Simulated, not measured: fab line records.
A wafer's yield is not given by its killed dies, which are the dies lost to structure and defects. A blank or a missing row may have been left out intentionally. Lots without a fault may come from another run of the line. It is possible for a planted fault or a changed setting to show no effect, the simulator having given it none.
A struck lot beside a sound one	flow nand harc	13 out of 1159 route steps
Sound: the wafers L707.2, L707.4, L707.6. Struck: wafer L721.5 (left out: L721.3, a lot-mate that was not struck); the cause follows at the end.
Order at every step that has rows: each side's tool, ch and its chambers, its first start. Under that, the readings that differ: sound wafers	struck wafers	difference of the means	sigmas: that difference in standard deviations of wafers without a fault.
alike: readings with means less than 2 such deviations apart, plus words and numbers identical on both sides. not compared: withheld readings, readings lacking a value on some wafer, bounds such as >300 that could conceal the same value, and numbers that have no deviation in the record and whose values overlap.
A row with sigmas, a row that says differs or no value, or rows on one side alone: a step with any of these is where the two part. When numbers do not overlap yet have no deviation, they are printed without sigmas and do not part them. A reading missing from all wafers of one side parts the sides only when that side holds two or more wafers.

first, 6 steps without rows for these wafers: NHARC_A_STAIRCASE_SOFTBAKE_212 (time 170 s); NHARC_A_STAIRCASE_EBR_213; NHARC_A_STAIRCASE_EXPOSE_214 (exposes mask STAIR 3); NHARC_A_STAIRCASE_PEB_215 (peb time 130 s); NHARC_A_STAIRCASE_DEVELOP_216 (time 140 s); NHARC_A_STAIRCASE_HARDBAKE_218 (time 140 s).
NHARC_A_STAIRCASE_DESCUM_219: chemistry O2, time 3 s.
  sound on rie diel-02 ch 0,1,3, day 10 07:45; struck on rie diel-03 ch 2, day 14 17:50
reading	sound	struck	difference	sigmas
showerhead plenum p Torr (Torr)	1.79 1.89 1.84	1.97	+0.13	+2
  alike: drypump motor current A, oes product au, rf vpp V, throttle valve pct
  not compared: rf hours counter h
then, 1 step without rows for these wafers: NHARC_A_STAIRCASE_TRIM_220 (chemistry O2, time 211.2 s).
NHARC_A_STAIRCASE_ETCH_221: etches the open film in C4F8/O2, target depth 100 nm, time 40.5 s.
  sound: rie diel-02 ch 2,3; struck: rie diel-03 ch 0
  alike: oes product au, rf vpp V
  not compared: rf hours counter h
NHARC_A_STAIRCASE_TRIM_222: chemistry O2, time 211.2 s.
  sound: rie diel-02 ch 1,2,3; struck: rie diel-03 ch 2
reading	sound	struck	difference	sigmas
showerhead plenum p Torr (Torr)	3.42 3.48 3.32	3.62	+0.21	+2
  alike: drypump motor current A, oes product au, rf vpp V, throttle valve pct
  not compared: rf hours counter h
NHARC_A_STAIRCASE_ETCH_223: etches the open film in C4F8/O2, target depth 100 nm, time 40.5 s.
  sound: rie diel-02 ch 0,1,3; struck: rie diel-03 ch 2
  alike: oes product au, rf vpp V
  not compared: rf hours counter h
NHARC_A_STAIRCASE_TRIM_224: chemistry O2, time 211.2 s.
  sound on rie diel-02 ch 0,1,3, day 10 08:35; struck on rie diel-03 ch 0, day 14 18:31
reading	sound	struck	difference	sigmas
oes product au (a.u.)	1.009 0.996 0.988	1.213	+0.215	+17
  alike: drypump motor current A, rf vpp V, showerhead plenum p Torr, throttle valve pct
  not compared: rf hours counter h
NHARC_A_STAIRCASE_ETCH_225: etches the open film in C4F8/O2, target depth 100 nm, time 40.5 s.
  sound: rie diel-02 ch 0,2,3; struck: rie diel-03 ch 3
  alike: oes product au, rf vpp V
  not compared: rf hours counter h

WHERE THEY PART
Earliest at NHARC_A_STAIRCASE_DESCUM_219; latest, in this record, at NHARC_A_STAIRCASE_TRIM_224. Later steps at which nothing parts them and some readings are alike: NHARC_A_STAIRCASE_ETCH_225.

WHY: the cause the simulator had injected
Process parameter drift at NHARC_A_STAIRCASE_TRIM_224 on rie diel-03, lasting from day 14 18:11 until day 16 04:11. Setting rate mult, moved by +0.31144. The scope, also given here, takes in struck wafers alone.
